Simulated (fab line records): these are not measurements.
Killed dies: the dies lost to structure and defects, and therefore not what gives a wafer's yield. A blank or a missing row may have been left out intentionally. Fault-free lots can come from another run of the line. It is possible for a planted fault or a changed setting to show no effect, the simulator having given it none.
A sampling plan put to the test / flow nand harc / one fab line, 31 faults that these records tell of, each judged on the records of the lots that it struck
The plan is the line's own looks: the steps of the route at which a gauge or an inspection reads the wafer and doesn't change it. A look can be judged if struck wafers have a number there and the file gives its usual mean and standard deviation on fault-free wafers. Caught: 4 or more of those standard deviations (sigma) separate the usual mean from the mean of the struck wafers at a look after the fault's first step. On the tool: the fault's steps, tested the same way using the tool's own readings. Caught also covers a different recipe on the struck wafers, or a record left blank for those wafers only.

THE FAULTS, as the simulator had put them in
1. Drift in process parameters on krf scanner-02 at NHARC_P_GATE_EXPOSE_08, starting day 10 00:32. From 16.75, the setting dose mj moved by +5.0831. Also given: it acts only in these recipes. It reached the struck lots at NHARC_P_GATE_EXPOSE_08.
2. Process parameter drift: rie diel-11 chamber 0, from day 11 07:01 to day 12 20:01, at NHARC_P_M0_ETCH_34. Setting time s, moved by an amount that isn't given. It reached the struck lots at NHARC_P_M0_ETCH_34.
3. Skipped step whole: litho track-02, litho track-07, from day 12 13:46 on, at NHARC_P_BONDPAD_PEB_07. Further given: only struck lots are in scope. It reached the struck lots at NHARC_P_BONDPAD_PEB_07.
4. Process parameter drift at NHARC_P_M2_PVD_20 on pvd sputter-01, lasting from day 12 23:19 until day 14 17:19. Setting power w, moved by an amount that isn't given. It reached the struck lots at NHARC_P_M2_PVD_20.
5. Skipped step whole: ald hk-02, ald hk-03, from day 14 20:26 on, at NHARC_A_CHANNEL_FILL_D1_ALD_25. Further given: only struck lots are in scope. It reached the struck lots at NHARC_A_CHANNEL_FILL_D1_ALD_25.
6. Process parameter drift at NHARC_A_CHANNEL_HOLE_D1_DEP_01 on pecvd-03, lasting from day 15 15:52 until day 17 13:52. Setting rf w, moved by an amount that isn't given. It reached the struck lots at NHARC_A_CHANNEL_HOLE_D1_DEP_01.
7. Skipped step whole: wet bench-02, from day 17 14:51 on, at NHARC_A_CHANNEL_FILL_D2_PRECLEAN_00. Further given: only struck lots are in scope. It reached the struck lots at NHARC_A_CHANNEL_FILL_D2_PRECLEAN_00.
8. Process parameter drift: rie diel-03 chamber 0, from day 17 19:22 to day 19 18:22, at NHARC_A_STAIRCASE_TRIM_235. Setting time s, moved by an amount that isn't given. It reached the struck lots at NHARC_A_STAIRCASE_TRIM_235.
9. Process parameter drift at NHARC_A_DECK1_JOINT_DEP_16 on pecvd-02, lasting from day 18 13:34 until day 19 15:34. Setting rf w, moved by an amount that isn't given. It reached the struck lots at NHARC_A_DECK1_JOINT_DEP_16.
10. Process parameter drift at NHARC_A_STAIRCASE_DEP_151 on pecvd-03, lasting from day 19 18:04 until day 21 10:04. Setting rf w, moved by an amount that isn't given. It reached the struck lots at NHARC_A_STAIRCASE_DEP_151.
11. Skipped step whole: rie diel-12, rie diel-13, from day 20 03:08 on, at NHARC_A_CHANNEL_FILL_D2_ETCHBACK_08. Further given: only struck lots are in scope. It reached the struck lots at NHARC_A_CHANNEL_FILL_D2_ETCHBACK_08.
12. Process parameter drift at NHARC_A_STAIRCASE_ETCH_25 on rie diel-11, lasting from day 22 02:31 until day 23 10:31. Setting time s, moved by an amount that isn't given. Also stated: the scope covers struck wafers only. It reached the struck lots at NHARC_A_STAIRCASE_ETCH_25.
13. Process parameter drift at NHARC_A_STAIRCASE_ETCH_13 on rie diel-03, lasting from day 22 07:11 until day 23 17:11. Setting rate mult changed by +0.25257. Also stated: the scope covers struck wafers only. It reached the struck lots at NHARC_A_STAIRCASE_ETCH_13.
14. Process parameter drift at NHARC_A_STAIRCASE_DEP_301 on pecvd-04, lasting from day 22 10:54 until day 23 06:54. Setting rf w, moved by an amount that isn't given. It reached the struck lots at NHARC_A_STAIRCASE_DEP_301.
15. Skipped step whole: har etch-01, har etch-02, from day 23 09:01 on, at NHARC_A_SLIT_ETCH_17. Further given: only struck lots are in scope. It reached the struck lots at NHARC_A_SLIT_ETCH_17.
16. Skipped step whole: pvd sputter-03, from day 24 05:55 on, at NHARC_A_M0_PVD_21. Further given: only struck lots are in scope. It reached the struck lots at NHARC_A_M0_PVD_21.
17. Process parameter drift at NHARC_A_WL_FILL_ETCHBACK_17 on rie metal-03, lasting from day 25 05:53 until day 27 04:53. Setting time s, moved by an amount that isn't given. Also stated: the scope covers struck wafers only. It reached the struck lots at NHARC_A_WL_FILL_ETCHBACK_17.
18. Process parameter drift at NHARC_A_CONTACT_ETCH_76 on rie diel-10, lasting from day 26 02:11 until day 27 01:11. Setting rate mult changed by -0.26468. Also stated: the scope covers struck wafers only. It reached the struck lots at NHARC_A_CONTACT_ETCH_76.
19. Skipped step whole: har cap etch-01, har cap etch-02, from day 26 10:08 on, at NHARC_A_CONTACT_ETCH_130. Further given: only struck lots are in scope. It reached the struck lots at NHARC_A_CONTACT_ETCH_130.
20. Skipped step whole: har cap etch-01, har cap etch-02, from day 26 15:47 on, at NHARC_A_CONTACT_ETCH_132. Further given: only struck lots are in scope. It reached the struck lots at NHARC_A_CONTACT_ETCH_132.
21. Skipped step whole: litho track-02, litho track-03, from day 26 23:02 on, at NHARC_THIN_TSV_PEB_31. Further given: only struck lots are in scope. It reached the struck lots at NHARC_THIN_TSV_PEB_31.
22. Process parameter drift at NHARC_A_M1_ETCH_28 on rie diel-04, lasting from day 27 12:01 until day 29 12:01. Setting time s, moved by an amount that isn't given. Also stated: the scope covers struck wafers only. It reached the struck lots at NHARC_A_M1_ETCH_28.
23. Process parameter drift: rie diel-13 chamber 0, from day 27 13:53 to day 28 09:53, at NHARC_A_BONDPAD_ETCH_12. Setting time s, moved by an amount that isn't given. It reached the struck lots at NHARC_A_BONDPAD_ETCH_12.
24. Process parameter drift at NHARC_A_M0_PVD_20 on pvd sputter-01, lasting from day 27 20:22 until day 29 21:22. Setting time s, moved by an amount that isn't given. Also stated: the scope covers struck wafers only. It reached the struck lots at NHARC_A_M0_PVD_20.
25. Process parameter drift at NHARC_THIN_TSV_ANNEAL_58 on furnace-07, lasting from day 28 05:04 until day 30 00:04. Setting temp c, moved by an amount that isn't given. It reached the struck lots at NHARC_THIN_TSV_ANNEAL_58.
26. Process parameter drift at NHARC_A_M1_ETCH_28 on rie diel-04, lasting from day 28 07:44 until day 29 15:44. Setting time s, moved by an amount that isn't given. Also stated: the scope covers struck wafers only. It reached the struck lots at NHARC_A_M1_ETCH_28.
27. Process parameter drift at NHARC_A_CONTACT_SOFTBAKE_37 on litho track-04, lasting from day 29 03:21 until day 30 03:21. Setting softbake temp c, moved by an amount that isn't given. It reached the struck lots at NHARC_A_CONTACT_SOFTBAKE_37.
28. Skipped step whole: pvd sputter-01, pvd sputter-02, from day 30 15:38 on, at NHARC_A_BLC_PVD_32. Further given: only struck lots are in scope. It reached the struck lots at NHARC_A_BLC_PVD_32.
29. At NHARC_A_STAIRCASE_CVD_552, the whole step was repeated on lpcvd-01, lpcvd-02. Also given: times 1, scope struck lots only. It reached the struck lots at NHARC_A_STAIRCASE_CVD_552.
30. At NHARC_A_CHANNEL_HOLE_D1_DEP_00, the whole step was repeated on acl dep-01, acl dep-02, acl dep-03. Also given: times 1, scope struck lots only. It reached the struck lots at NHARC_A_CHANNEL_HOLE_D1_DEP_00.
31. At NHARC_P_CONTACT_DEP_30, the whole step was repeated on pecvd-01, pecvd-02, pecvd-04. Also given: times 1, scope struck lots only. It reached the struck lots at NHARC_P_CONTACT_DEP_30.

WHAT THE PLAN SAW
fault=1; on the tool itself=exposure dose mJ cm2 +99 or beyond sigma; first look that catches it=no look after it can be judged; reading, sigma=-; median hours from its first step to that look=-; hours from the fault's start to the first struck lot there=-; judged looks passed uncaught=0
fault=2; on the tool itself=run length s -27 sigma; first look that catches it=not the one look that can be judged after it; reading, sigma=-; median hours from its first step to that look=-; hours from the fault's start to the first struck lot there=-; judged looks passed uncaught=1
fault=3; on the tool itself=the tool's record is blank for the struck wafers; first look that catches it=no look after it can be judged; reading, sigma=-; median hours from its first step to that look=-; hours from the fault's start to the first struck lot there=-; judged looks passed uncaught=0
fault=4; on the tool itself=cathode dc power W -99 or beyond sigma; first look that catches it=not the one look that can be judged after it; reading, sigma=-; median hours from its first step to that look=-; hours from the fault's start to the first struck lot there=-; judged looks passed uncaught=1
fault=5; on the tool itself=the tool's record is blank for the struck wafers; first look that catches it=no look after it can be judged; reading, sigma=-; median hours from its first step to that look=-; hours from the fault's start to the first struck lot there=-; judged looks passed uncaught=0
fault=6; on the tool itself=rf fwd power W +51 sigma; first look that catches it=not the one look that can be judged after it; reading, sigma=-; median hours from its first step to that look=-; hours from the fault's start to the first struck lot there=-; judged looks passed uncaught=1
fault=7; on the tool itself=the tool's record is blank for the struck wafers; first look that catches it=not the one look that can be judged after it; reading, sigma=-; median hours from its first step to that look=-; hours from the fault's start to the first struck lot there=-; judged looks passed uncaught=1
fault=8; on the tool itself=run length s +99 or beyond sigma; first look that catches it=no look after it can be judged; reading, sigma=-; median hours from its first step to that look=-; hours from the fault's start to the first struck lot there=-; judged looks passed uncaught=0
fault=9; on the tool itself=rf fwd power W -37 sigma; first look that catches it=not the one look that can be judged after it; reading, sigma=-; median hours from its first step to that look=-; hours from the fault's start to the first struck lot there=-; judged looks passed uncaught=1
fault=10; on the tool itself=rf fwd power W -50 sigma; first look that catches it=not the one look that can be judged after it; reading, sigma=-; median hours from its first step to that look=-; hours from the fault's start to the first struck lot there=-; judged looks passed uncaught=1
fault=11; on the tool itself=the tool's record is blank for the struck wafers; first look that catches it=no look after it can be judged; reading, sigma=-; median hours from its first step to that look=-; hours from the fault's start to the first struck lot there=-; judged looks passed uncaught=0
fault=12; on the tool itself=run length s +29 sigma; first look that catches it=no look after it can be judged; reading, sigma=-; median hours from its first step to that look=-; hours from the fault's start to the first struck lot there=-; judged looks passed uncaught=0
fault=13; on the tool itself=oes product au +9.8 sigma; first look that catches it=no look after it can be judged; reading, sigma=-; median hours from its first step to that look=-; hours from the fault's start to the first struck lot there=-; judged looks passed uncaught=0
fault=14; on the tool itself=rf fwd power W +41 sigma; first look that catches it=no look after it can be judged; reading, sigma=-; median hours from its first step to that look=-; hours from the fault's start to the first struck lot there=-; judged looks passed uncaught=0
fault=15; on the tool itself=the tool's record is blank for the struck wafers; first look that catches it=no look after it can be judged; reading, sigma=-; median hours from its first step to that look=-; hours from the fault's start to the first struck lot there=-; judged looks passed uncaught=0
fault=16; on the tool itself=the tool's record is blank for the struck wafers; first look that catches it=no look after it can be judged; reading, sigma=-; median hours from its first step to that look=-; hours from the fault's start to the first struck lot there=-; judged looks passed uncaught=0
fault=17; on the tool itself=run length s -8.7 sigma; first look that catches it=no look after it can be judged; reading, sigma=-; median hours from its first step to that look=-; hours from the fault's start to the first struck lot there=-; judged looks passed uncaught=0
fault=18; on the tool itself=oes product au -16 sigma; first look that catches it=no look after it can be judged; reading, sigma=-; median hours from its first step to that look=-; hours from the fault's start to the first struck lot there=-; judged looks passed uncaught=0
fault=19; on the tool itself=the tool's record is blank for the struck wafers; first look that catches it=no look after it can be judged; reading, sigma=-; median hours from its first step to that look=-; hours from the fault's start to the first struck lot there=-; judged looks passed uncaught=0
fault=20; on the tool itself=the tool's record is blank for the struck wafers; first look that catches it=no look after it can be judged; reading, sigma=-; median hours from its first step to that look=-; hours from the fault's start to the first struck lot there=-; judged looks passed uncaught=0
fault=21; on the tool itself=the tool's record is blank for the struck wafers; first look that catches it=no look after it can be judged; reading, sigma=-; median hours from its first step to that look=-; hours from the fault's start to the first struck lot there=-; judged looks passed uncaught=0
fault=22; on the tool itself=run length s -45 sigma; first look that catches it=no look after it can be judged; reading, sigma=-; median hours from its first step to that look=-; hours from the fault's start to the first struck lot there=-; judged looks passed uncaught=0
fault=23; on the tool itself=run length s -18 sigma; first look that catches it=no look after it can be judged; reading, sigma=-; median hours from its first step to that look=-; hours from the fault's start to the first struck lot there=-; judged looks passed uncaught=0
fault=24; on the tool itself=under 2 sigma; first look that catches it=no look after it can be judged; reading, sigma=-; median hours from its first step to that look=-; hours from the fault's start to the first struck lot there=-; judged looks passed uncaught=0
fault=25; on the tool itself=spike tc lower C +25 sigma; first look that catches it=not the one look that can be judged after it; reading, sigma=-; median hours from its first step to that look=-; hours from the fault's start to the first struck lot there=-; judged looks passed uncaught=1
fault=26; on the tool itself=run length s -56 sigma; first look that catches it=no look after it can be judged; reading, sigma=-; median hours from its first step to that look=-; hours from the fault's start to the first struck lot there=-; judged looks passed uncaught=0
fault=27; on the tool itself=heater power total W -43 sigma; first look that catches it=no look after it can be judged; reading, sigma=-; median hours from its first step to that look=-; hours from the fault's start to the first struck lot there=-; judged looks passed uncaught=0
fault=28; on the tool itself=the tool's record is blank for the struck wafers; first look that catches it=no look after it can be judged; reading, sigma=-; median hours from its first step to that look=-; hours from the fault's start to the first struck lot there=-; judged looks passed uncaught=0
fault=29; on the tool itself=under 2 sigma; first look that catches it=no look after it can be judged; reading, sigma=-; median hours from its first step to that look=-; hours from the fault's start to the first struck lot there=-; judged looks passed uncaught=0
fault=30; on the tool itself=under 2 sigma; first look that catches it=not the one look that can be judged after it; reading, sigma=-; median hours from its first step to that look=-; hours from the fault's start to the first struck lot there=-; judged looks passed uncaught=1
fault=31; on the tool itself=under 2 sigma; first look that catches it=no look after it can be judged; reading, sigma=-; median hours from its first step to that look=-; hours from the fault's start to the first struck lot there=-; judged looks passed uncaught=0
A dash: the fault isn't caught, or these records don't give the number.

Caught at a look: 0 of 31. Caught on the tool: 27 of 31. By one or the other: 27 of 31.
On the tool alone, faults 1, 2, 3, 4, 5, 6, 7, 8, 9, 10, 11, 12, 13, 14, 15, 16, 17, 18, 19, 20, 21, 22, 23, 25, 26, 27, 28 were caught.
Caught by neither: faults 24, 29, 30, 31.
